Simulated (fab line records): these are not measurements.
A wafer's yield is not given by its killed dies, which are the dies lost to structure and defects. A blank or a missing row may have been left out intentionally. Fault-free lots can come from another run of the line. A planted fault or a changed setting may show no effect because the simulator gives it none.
fab line records	flow n5Finfet
record: lots: 10	wafers: 28	lastDay: 17
route steps=1938 shown BEOL_M11@1589 BEOL_M12@1614 PASSIVATION@1936
lots untouched by any fault: they come from a run of this same line in which no faults occurred
startH: hours from the record's first day to the start of the lot's first wafer shown	waitH: hours since the lot's step before	" the same as in the row above	L1.1+2: several wafers, shown together as one row	- no value present, or no start provided	* or withheld: withheld	< > ~ a bound
route shown NAME@n: a module of which the file shows steps, and the number in the route of the first	usual: average and standard deviation across the fault-free wafers	same: alike in all rows	chamber/n: place in a boat	sites: the reading at each site	_std_site: standard deviation across them	_edge_site: outer sites' mean less inner sites'	radiusMm: for every site, how far away it sits from the centre of the wafer	mask NAME#n: copy n	behind: the most recent tool/chamber to have shaped the wafer	hold: why the lot was held/for how many hours/how that ended	device: transistor that didn't switch, given as n, p or np	end of line: tests run on the same wafers once the route is complete	for a step that has no rows: nothing shown but its recipe	killed: dies lost to structure and defects at the first sort, not the wafer's yield	map: dies across one wafer; x = killed, . = not, _ = none there
set.NAME: the setting that was run; set.NAME@STEP: the one run at that earlier step	model.NAME: the simulator's own value behind a step, which no gauge read
the route's steps for a sample of lots (tables are steps, rows are wafers)
services: when a tool's chamber went out of use (startH, in hours from the record's first day, below 0 if earlier), for how many hours, and the reason
== steps ==
step: N5_BEOL_M11_PRE_CLEAN_45
recipe: gas: H2/He	timeS: 30	tempC: 250
usual: heaterPowerW: 320/30
lot.wafer	tool	chamber	startH	waitH	heaterPowerW
L978.1	pvdSputter-02	-	221.05	0.0	290
L978.4	"	-	"	"	324
L978.6	"	-	"	"	325
L979.1	pvdSputter-02	-	226.39	0.0	281
L979.2	"	-	"	"	308
L979.4	"	-	"	"	326
L983.3	pvdSputter-03	-	262.83	0.0	309
L983.4	"	-	"	"	354
L983.6	"	-	"	"	339
L985.2	pvdSputter-01	-	277.24	0.0	286
L985.4	"	-	"	"	352
L985.5	"	-	"	"	282
L986.1	pvdSputter-01	-	285.60	0.0	325
L986.4	"	-	"	"	341
L986.6	"	-	"	"	282
L989.2	pvdSputter-03	-	290.59	0.0	294
L989.4	"	-	"	"	304
L989.6	"	-	"	"	348
L999.2	pvdSputter-03	-	351.77	0.0	367
L999.6	"	-	"	"	295
L998.1	pvdSputter-02	-	352.61	0.0	319
L998.3	"	-	"	"	283
L998.5	"	-	"	"	280
L997.1	pvdSputter-02	-	353.73	0.0	296
L997.4	"	-	"	"	323
L100.1	pvdSputter-01	-	360.93	0.0	321
L100.4	"	-	"	"	279
L100.6	"	-	"	"	360
step: N5_BEOL_M12_INSPECT_12
recipe: mode: adi	inspectInstrument: macro
usual: rawDefectCount: 2.0/1.2
lot.wafer	tool	chamber	startH	waitH	rawDefectCount
L978.1	defectInspect-02	-	223.39	0.0	3
L978.4	"	-	"	"	1
L978.6	"	-	"	"	1
L979.1	defectInspect-01	-	229.88	0.0	2
L979.2	"	-	"	"	2
L979.4	"	-	"	"	2
L983.3	defectInspect-02	-	265.76	0.0	0
L983.4	"	-	"	"	1
L983.6	"	-	"	"	1
L985.2	defectInspect-02	-	282.81	0.0	3
L985.4	"	-	"	"	2
L985.5	"	-	"	"	2
L986.1	defectInspect-01	-	288.19	0.0	3
L986.4	"	-	"	"	0
L986.6	"	-	"	"	1
L989.2	defectInspect-02	-	292.90	0.0	3
L989.4	"	-	"	"	1
L989.6	"	-	"	"	3
L999.2	defectInspect-01	-	354.70	0.0	1
L999.6	"	-	"	"	1
L998.1	defectInspect-02	-	355.03	0.0	2
L998.3	"	-	"	"	2
L998.5	"	-	"	"	1
L997.1	defectInspect-02	-	355.95	0.0	2
L997.4	"	-	"	"	1
L100.1	defectInspect-01	-	363.28	0.0	3
L100.4	"	-	"	"	0
L100.6	"	-	"	"	3
step: N5_BEOL_M12_DESCUM_15
recipe: chemistry: O2	timeS: 7.9	sourcePowerW: 50	biasPowerW: 20	pressureMtorr: 20	rfFrequencyHz: 2.712e+07	tempC: 40	o2FlowSccm: 225
usual: drypumpMotorCurrentA: 5.7/0.39	oesProductAu: 0.78/0.082	rfVppV: 243.0/1.3	showerheadPlenumPTorr: 2.09/0.063	throttleValvePct: 20.48/0.23
lot.wafer	tool	chamber	startH	waitH	drypumpMotorCurrentA	oesProductAu	rfHoursCounterH	rfVppV	showerheadPlenumPTorr	throttleValvePct
L978.1	rieDiel-04	3	223.49	0.1	6.1	0.73	177	241.1	2.01	20.31
L978.4	"	2	"	"	5.5	0.71	191	243.5	2.10	20.75
L978.6	"	1	"	"	5.5	0.70	-	243.8	2.14	20.76
L979.1	rieDiel-01	3	229.91	0.0	5.4	0.82	98	242.5	2.13	20.69
L979.2	"	2	"	"	5.3	0.89	28	243.8	2.12	20.37
L979.4	"	1	"	"	5.4	0.72	213	242.4	2.06	20.60
L983.3	rieDiel-06	1	265.80	0.0	5.7	0.93	24	244.3	2.22	20.34
L983.4	"	3	"	"	6.0	0.74	142	244.4	2.08	20.32
L983.6	"	2	"	"	5.3	0.84	-	244.8	2.11	20.24
L985.2	rieDiel-04	2	282.87	0.1	5.5	0.69	210	242.2	2.09	20.75
L985.4	"	3	"	"	6.1	0.71	195	242.2	2.00	20.30
L985.5	"	0	"	"	5.9	0.71	-	243.7	2.02	20.36
L986.1	rieDiel-04	3	288.23	0.0	6.1	0.71	198	241.1	2.00	20.30
L986.4	"	2	"	"	5.5	0.69	212	242.8	2.09	20.79
L986.6	"	0	"	"	5.9	0.71	-	241.6	2.02	20.36
L989.2	rieDiel-01	3	292.97	0.1	5.4	0.79	120	243.6	2.12	20.72
L989.4	"	0	"	"	6.5	0.84	71	243.7	2.20	20.11
L989.6	"	1	"	"	5.4	0.69	-	242.2	2.05	20.64
L999.2	rieDiel-04	2	354.74	0.0	5.5	0.67	237	242.0	2.08	20.83
L999.6	"	2	"	"	5.5	0.68	-	243.2	2.08	20.80
L998.1	rieDiel-04	1	355.37	0.3	5.5	0.89	26	242.8	2.13	20.54
L998.3	"	0	"	"	5.9	0.69	211	241.0	2.01	20.42
L998.5	"	2	"	"	5.5	0.67	-	242.9	2.08	20.80
L997.1	rieDiel-04	1	355.99	0.0	5.5	0.90	26	243.5	2.13	20.53
L997.4	"	0	"	"	5.9	0.68	211	241.7	2.01	20.40
L100.1	rieDiel-01	2	363.50	0.2	5.3	0.82	70	244.3	2.11	20.44
L100.4	"	1	"	"	5.4	0.96	5	242.7	2.04	20.37
L100.6	"	2	"	"	5.3	0.82	-	242.9	2.11	20.45
step: N5_BEOL_M12_ETCH_59
recipe: chemistry: N2/H2	target: BARC	targetDepthA: 890	overetchA: 267	timeS: 67.9	ionEnergyEv: 200	pressureMtorr: 30	sourceW: 840	biasW: 150	n2FlowSccm: 200	h2FlowSccm: 200
usual: drypumpMotorCurrentA: 5.7/0.39	oesProductAu: 0.67/0.066	rfVppV: 524.0/2.5	showerheadPlenumPTorr: 2.54/0.091	throttleValvePct: 17.91/0.18
lot.wafer	tool	chamber	startH	waitH	drypumpMotorCurrentA	oesProductAu	rfHoursCounterH	rfVppV	showerheadPlenumPTorr	throttleValvePct
L978.1	rieDiel-04	3	223.52	0.0	6.1	0.62	177	521.8	2.42	17.67
L978.4	"	2	"	"	5.6	0.62	191	523.7	2.53	18.08
L978.6	"	1	"	"	5.5	0.60	-	528.1	2.62	18.25
L979.1	rieDiel-01	3	229.95	0.0	5.4	0.69	98	525.0	2.55	17.92
L979.2	"	2	"	"	5.3	0.76	28	524.9	2.59	17.86
L979.4	"	1	"	"	5.4	0.62	213	523.8	2.52	18.19
L983.3	rieDiel-06	1	265.83	0.0	5.7	0.77	24	527.5	2.70	17.85
L983.4	"	3	"	"	6.0	0.63	142	523.9	2.54	17.74
L983.6	"	2	"	"	5.3	0.72	-	523.2	2.57	17.69
L985.2	rieDiel-04	2	282.90	0.0	5.6	0.60	210	521.4	2.52	18.09
L985.4	"	3	"	"	6.1	0.62	195	519.7	2.41	17.70
L985.5	"	0	"	"	5.9	0.62	-	521.4	2.43	17.77
L986.1	rieDiel-04	3	288.26	0.0	6.1	0.61	198	519.3	2.41	17.72
L986.4	"	2	"	"	5.5	0.61	212	523.0	2.52	18.11
L986.6	"	0	"	"	5.9	0.61	-	519.5	2.43	17.80
L989.2	rieDiel-01	3	293.00	0.0	5.4	0.67	120	524.4	2.55	17.97
L989.4	"	0	"	"	6.5	0.72	71	526.5	2.70	17.71
L989.6	"	1	"	"	5.4	0.60	-	523.2	2.51	18.23
L999.2	rieDiel-04	2	354.77	0.0	5.6	0.54	237	523.4	2.51	18.13
L999.6	"	2	"	"	5.5	0.59	-	522.7	2.51	18.15
L998.1	rieDiel-04	1	355.40	0.0	5.6	0.71	26	526.0	2.60	17.93
L998.3	"	0	"	"	5.9	0.60	211	521.7	2.42	17.83
L998.5	"	2	"	"	5.5	0.58	-	523.7	2.51	18.14
L997.1	rieDiel-04	1	356.02	0.0	5.6	0.70	26	525.4	2.60	17.94
L997.4	"	0	"	"	5.9	0.60	211	520.0	2.42	17.81
L100.1	rieDiel-01	2	363.54	0.0	5.3	0.70	70	525.1	2.58	17.94
L100.4	"	1	"	"	5.3	0.82	5	522.7	2.50	17.86
L100.6	"	2	"	"	5.3	0.71	-	524.1	2.58	17.95
step: N5_BEOL_M12_STRIP_63
recipe: chemistry: N2/H2	powerW: 1000	tempC: 250	h2Frac: 0.65	overashFraction: 0.3	pressureMtorr: 1000	n2FlowSccm: 1750	h2FlowSccm: 3250
usual: drypumpMotorCurrentA: 5.5/0.49	heaterPowerW: 306/11	oesProductAu: 0.694/0.005	stripTimeToEndpointS: 42.6/1.1
lot.wafer	tool	chamber	startH	waitH	drypumpMotorCurrentA	heaterPowerW	oesProductAu	rfHoursCounterH	stripTimeToEndpointS
L978.1	plasmaAsher-01	0	223.77	-	5.2	313	0.702	113	41.7
L978.4	"	0	"	"	5.2	323	0.685	-	43.4
L978.6	"	0	"	"	5.2	319	0.697	-	42.7
L979.1	plasmaAsher-01	1	230.20	-	5.4	290	0.693	114	42.9
L979.2	"	0	"	"	5.2	308	0.695	114	43.9
L979.4	"	1	"	"	5.4	288	0.691	-	43.6
L983.3	plasmaAsher-01	0	266.10	-	5.2	319	0.686	-	42.2
L983.4	"	1	"	"	5.4	294	0.689	-	41.1
L983.6	"	0	"	"	5.2	312	0.691	-	41.9
L985.2	plasmaAsher-02	0	283.16	-	5.0	313	0.700	81	43.0
L985.4	"	1	"	"	6.4	306	0.684	-	41.8
L985.5	"	1	"	"	6.3	313	0.690	-	41.7
L986.1	plasmaAsher-02	1	288.52	-	6.4	304	0.696	83	41.9
L986.4	"	1	"	"	6.4	298	0.700	-	42.7
L986.6	"	1	"	"	6.4	314	0.696	-	41.3
L989.2	plasmaAsher-02	1	293.25	-	6.3	307	0.694	84	41.5
L989.4	"	0	"	"	5.0	304	0.691	-	41.6
L989.6	"	1	"	"	6.3	308	0.694	-	43.7
L999.2	plasmaAsher-02	1	355.02	-	6.3	310	0.701	98	48.3
L999.6	"	1	"	"	6.3	304	0.694	-	42.7
L998.1	plasmaAsher-01	1	355.65	-	5.4	289	0.707	137	48.4
L998.3	"	0	"	"	5.2	320	0.694	-	43.2
L998.5	"	0	"	"	5.2	312	0.695	-	42.8
L997.1	plasmaAsher-01	1	356.27	-	5.4	289	0.691	138	48.4
L997.4	"	1	"	"	5.4	290	0.685	-	40.8
L100.1	plasmaAsher-01	1	363.79	-	5.4	294	0.695	139	43.1
L100.4	"	0	"	"	5.2	317	0.700	-	42.0
L100.6	"	0	"	"	5.2	320	0.706	-	42.3
step: N5_PASSIVATION_PROBE_49
usual: defectLimitedYield: 91.1/1.4	killed_at_M0_to_M3: 32/9.4	killed_at_M4_up: 14/5.1	killedAtContacts: 11/5.5	killedAtFrontEnd: 44/13	killedAtOther: 4/3.2	killedDies: 104/16	killedOpen: 70/12	killedShort: 33/7.8	sort_bin_4_leakage: 0.01/0.057	sort_bin_5_function: 5.1/0.91	sort_bin_6_memory: 3.4/0.63	sortNPass: 1075/16	sortYieldPct: 91.2/1.4
same: grossDies: 1180	killedAtBackSide: 0	sort_bin_8_speed[%]: 0
lot.wafer	tool	chamber	startH	waitH	defectLimitedYield[%]	killed_at_M0_to_M3	killed_at_M4_up	killedAtContacts	killedAtFrontEnd	killedAtOther	killedDies	killedOpen	killedShort	sort_bin_4_leakage[%]	sort_bin_5_function[%]	sort_bin_6_memory[%]	sortNPass	sortYieldPct[%]
L999.2	prober-01	-	390.63	0.1	91.8	26	15	8	46	2	97	60	31	0	4.4	3.1	1083	91.8
L998.1	prober-02	-	396.01	0.0	89.8	49	14	13	43	1	120	75	44	0	5.7	4.2	1060	89.8
L997.1	prober-01	-	396.30	0.0	90.8	29	18	8	41	12	108	77	30	0	5.2	3.8	1072	90.8
killed by level:class
L999.2 STI_FIN_REVEAL:geometricParticle:open=12 BEOL_M3:geometricParticle:open=7 BEOL_M2:geometricParticle:open=7 FIN_SAQP:geometricParticle:short=6 BEOL_M4:geometricParticle:open=6 FIN_SAQP:geometricParticle:open=5 GATE_CUT:geometricParticle:open=5 MOL_CONTACT_COAG:geometricParticle:open=5
L998.1 BEOL_M0_SAQP:geometricParticle:open=19 BEOL_M0_SAQP:geometricParticle:short=15 FIN_SAQP:geometricParticle:short=10 STI_FIN_REVEAL:geometricParticle:open=10 MOL_CONTACT_COAG:geometricParticle:open=10 FIN_SAQP:geometricParticle:open=7 BEOL_M2:geometricParticle:open=4 BEOL_M4:geometricParticle:open=4
L997.1 BEOL_M3:geometricParticle:open=13 FIN_SAQP:geometricParticle:short=11 STI_FIN_REVEAL:geometricParticle:open=9 FIN_SAQP:geometricParticle:open=8 BEOL_M4:geometricParticle:open=8 MOL_CONTACT_COAG:geometricParticle:open=6 BEOL_M1:geometricParticle:open=5 STARTING-WAFER:geometricParticle:open=5
== services ==
tool	chamber	startH	hours	kind
rieDiel-06	3	201.78	4.3	repair
plasmaAsher-01	-	209.03	3.1	repair
rieDiel-04	3	231.06	9.3	repair
pvdSputter-03	-	233.49	3.4	repair
rieDiel-04	2	245.90	6.5	repair
rieDiel-04	1	252.68	-	clean
rieDiel-04	1	252.68	-	consumableReplace:focusRing
rieDiel-04	1	252.68	16.5	scheduledDown
rieDiel-04	1	252.68	16.5	ventCycle
plasmaAsher-01	-	298.19	0.5	repair
rieDiel-04	1	315.54	14.6	repair
rieDiel-01	1	330.89	-	clean
rieDiel-01	1	330.89	-	consumableReplace:focusRing
rieDiel-01	1	330.89	15.4	scheduledDown
rieDiel-01	1	330.89	15.4	ventCycle
plasmaAsher-02	-	335.47	2.3	repair
rieDiel-01	-	345.81	4.3	pm
plasmaAsher-01	-	347.18	1.2	repair
rieDiel-06	0	361.45	-	clean
rieDiel-06	0	361.45	-	consumableReplace:focusRing
rieDiel-06	0	361.45	-	consumableReplace:showerhead
rieDiel-06	0	361.45	20.9	scheduledDown
rieDiel-06	0	361.45	20.9	ventCycle
pvdSputter-03	-	363.22	3.1	repair
== key ==
firstSign: step: N5_BEOL_M12_STRIP_63	reading: stripTimeToEndpointS	direction: up	sigmas: 5.3	usual: *	struck: *
effect none on later readings
metAt N5_BEOL_M12_ETCH_59
struckLots L997,L998,L999
struckWafers L997.1,L998.1,L999.2
notActingAt N5_BEOL_M11_PRE_CLEAN_45,N5_BEOL_M12_INSPECT_12,N5_BEOL_M12_DESCUM_15
onsetBetween 288.26 354.77
fault: kind: processParameterDrift	tool: rieDiel-04	chamber: -	onsetH: 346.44	steps: N5_BEOL_M12_ETCH_59	channel: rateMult	offset: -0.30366	shape: step	endH: 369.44	scope: struckWafersOnly
